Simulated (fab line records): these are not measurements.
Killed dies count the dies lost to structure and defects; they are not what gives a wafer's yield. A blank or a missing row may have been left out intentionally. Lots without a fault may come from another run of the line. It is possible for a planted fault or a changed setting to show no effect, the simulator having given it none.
Chamber matching :: flow nandHarc :: rieDiel-04 running NHARC_A_STAIRCASE_TRIM_187: 4 sister chambers
The step chemistry O2, time 211.2 s. 4 wafers are shown with their chamber, then 12 later ones without.

== WAFERS, EACH WITH ITS CHAMBER ==
wafer: L088.1
chamber: 1
showerheadPlenumPTorr (Torr): 3.77

wafer: L091.2
chamber: 3
showerheadPlenumPTorr (Torr): 3.38

wafer: L091.3
chamber: 2
showerheadPlenumPTorr (Torr): 3.46

wafer: L091.4
chamber: 0
showerheadPlenumPTorr (Torr): 3.42

== WAFERS WITH NO CHAMBER GIVEN ==
wafer: L094.1
showerheadPlenumPTorr (Torr): 3.76

wafer: L094.4
showerheadPlenumPTorr (Torr): 3.42

wafer: L094.6
showerheadPlenumPTorr (Torr): 3.42

wafer: L092.1
showerheadPlenumPTorr (Torr): 3.46

wafer: L092.2
showerheadPlenumPTorr (Torr): 3.76

wafer: L092.4
showerheadPlenumPTorr (Torr): 3.38

wafer: L095.2
showerheadPlenumPTorr (Torr): 3.37

wafer: L095.3
showerheadPlenumPTorr (Torr): 3.45

wafer: L095.6
showerheadPlenumPTorr (Torr): 3.42

wafer: L097.2
showerheadPlenumPTorr (Torr): 3.75

wafer: L097.3
showerheadPlenumPTorr (Torr): 3.45

wafer: L097.5
showerheadPlenumPTorr (Torr): 3.45

== WHICH CHAMBER EACH ONE RAN IN ==
wafer: L094.1
from the rows above: 1
in truth: 1

wafer: L094.4
from the rows above: 0
in truth: 0

wafer: L094.6
from the rows above: 0
in truth: 0

wafer: L092.1
from the rows above: 2
in truth: 2

wafer: L092.2
from the rows above: 1
in truth: 1

wafer: L092.4
from the rows above: 3
in truth: 3

wafer: L095.2
from the rows above: 3
in truth: 3

wafer: L095.3
from the rows above: 2
in truth: 2

wafer: L095.6
from the rows above: 0
in truth: 0

wafer: L097.2
from the rows above: 1
in truth: 1

wafer: L097.3
from the rows above: 2
in truth: 2

wafer: L097.5
from the rows above: 2
in truth: 2
12 of 12 placed correctly. Can't be placed from these rows: 0. Placed wrongly: 0.
How it was worked out, from the rows above alone: a wafer's distance from a chamber is the root of the sum, over the readings, of the square of ((its reading less the chamber's mean) divided by the reading's scatter). The wafer belongs to the nearest chamber; if the next one is less than 2 further off, it can't be placed. A chamber's mean is the mean of its shown wafers. The scatter (one wafer shown for each chamber): square how far every hidden wafer sits from the nearest shown wafer, average those squares and take the square root.
